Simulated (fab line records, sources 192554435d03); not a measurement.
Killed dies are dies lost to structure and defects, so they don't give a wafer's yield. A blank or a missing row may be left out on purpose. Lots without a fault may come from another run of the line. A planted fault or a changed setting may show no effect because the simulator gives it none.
Chamber matching | flow n5_finfet | N5_BEOL_M11_DESCUM_33 on rie_diel-05: 4 sister chambers
The step chemistry O2, time 7.9 s. 4 wafers are shown with their chamber, then 10 later ones without.

WAFERS WITH THEIR CHAMBER
wafer  | chamber | drypump_motor_current_A (A)
L083.1 | 1       | 6.0
L086.2 | 2       | 6.3
L086.4 | 3       | 6.8
L087.5 | 0       | 4.7

WAFERS WITHOUT THEIR CHAMBER
wafer  | drypump_motor_current_A (A)
L087.6 | 6.8
L091.4 | 4.7
L091.5 | 6.8
L091.6 | 4.7
L095.1 | 6.8
L095.3 | 4.8
L095.4 | 6.2
L094.2 | 4.7
L094.3 | 6.7
L094.4 | 6.0

WHICH CHAMBER EACH WENT THROUGH
wafer  | from the rows above     | in truth
L087.6 | 3                       | 3
L091.4 | 0                       | 0
L091.5 | 3                       | 3
L091.6 | 0                       | 0
L095.1 | 3                       | 3
L095.3 | 0                       | 0
L095.4 | can't be placed: 2 or 1 | 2
L094.2 | 0                       | 0
L094.3 | 3                       | 3
L094.4 | 1                       | 1
Placed correctly: 9 of 10. Can't be placed from these rows: 1 (the true chamber is among the candidates in 1). Placed wrongly: 0.
How it was worked out, from the rows above alone: a wafer's distance from a chamber is the root of the sum, over the readings, of the square of ((its reading less the chamber's mean) divided by the reading's scatter). The wafer belongs to the nearest chamber; if the next one is less than 2 further off, it can't be placed. A chamber's mean is the mean of its shown wafers. The scatter: with one shown wafer a chamber, the root of the mean of the squares of how far each hidden wafer lies from its nearest shown one.
